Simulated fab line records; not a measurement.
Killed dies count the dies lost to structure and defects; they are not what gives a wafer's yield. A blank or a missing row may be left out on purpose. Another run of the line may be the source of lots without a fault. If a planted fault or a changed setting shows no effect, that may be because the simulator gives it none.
Matching of chambers    flow n5 finfet    N5_FIN_SAQP_ETCH_52 on rie diel-06 has 4 sister chambers
The step etches SOC in N2/H2, target depth 100 nm, overetch 20 nm, time 150 s. 18 wafers are shown with their chamber, then 9 later ones without.

== WAFERS WITH THEIR CHAMBER ==
wafer   chamber  throttle valve pct (%)  showerhead plenum p Torr (Torr)  drypump motor current A (A)
L076.2  1        17.65                   2.51                             6.2
L076.4  0        17.58                   2.58                             5.7
L076.6  1        17.67                   2.51                             6.2
L077.1  1        17.67                   2.51                             6.2
L077.2  0        17.59                   2.58                             5.7
L077.6  1        17.67                   2.51                             6.1
L079.1  1        17.66                   2.51                             6.1
L079.2  0        17.59                   2.58                             5.7
L079.3  3        17.97                   2.55                             5.8
L081.1  2        17.58                   2.69                             6.0
L081.5  1        17.67                   2.50                             6.1
L081.6  0        17.58                   2.57                             5.7
L085.1  3        17.98                   2.54                             5.8
L085.2  0        17.60                   2.57                             5.7
L085.6  3        17.99                   2.54                             5.8
L086.1  3        17.99                   2.54                             5.8
L086.3  0        17.61                   2.57                             5.8
L086.5  3        18.00                   2.54                             5.8

SIGNATURES, as means of the wafers listed above
reading                   chamber 0  chamber 1  chamber 2  chamber 3  scatter within a chamber
throttle valve pct        17.5917    17.6650    17.5800    17.9860    0.0105
showerhead plenum p Torr  2.5750     2.5083     2.6900     2.5420     0.00473
drypump motor current A   5.717      6.150      6.000      5.800      0.0408
Rule: for a wafer and a chamber, the distance is found by dividing, reading by reading, the gap between the wafer's reading and the chamber's mean by the reading's scatter, squaring, summing and taking the root. The wafer belongs to the nearest chamber; if the next one is less than 2 further off, it can't be placed. The scatter: take each reading less its chamber's mean, square it, sum over the shown wafers, divide by the number of wafers less the number of chambers, and take the root.

== WAFERS WHOSE CHAMBER IS MISSING ==
wafer   throttle valve pct (%)  showerhead plenum p Torr (Torr)  drypump motor current A (A)
L087.1  17.61                   2.57                             5.7
L087.2  18.01                   2.54                             5.8
L087.3  17.70                   2.50                             6.1
L095.1  18.04                   2.53                             5.8
L095.3  17.64                   2.68                             6.1
L095.6  17.72                   2.49                             6.2
L097.1  17.67                   2.56                             5.7
L097.3  17.73                   2.49                             6.1
L097.6  18.06                   2.53                             5.8

== WHICH CHAMBER EACH ONE RAN IN ==
wafer   from the rows above  in truth
L087.1  0                    0
L087.2  3                    3
L087.3  1                    1
L095.1  3                    3
L095.3  2                    2
L095.6  1                    1
L097.1  0                    0
L097.3  1                    1
L097.6  3                    3
Placed correctly: 9 of 9. Number that these rows cannot place: 0. Wrongly placed: 0.
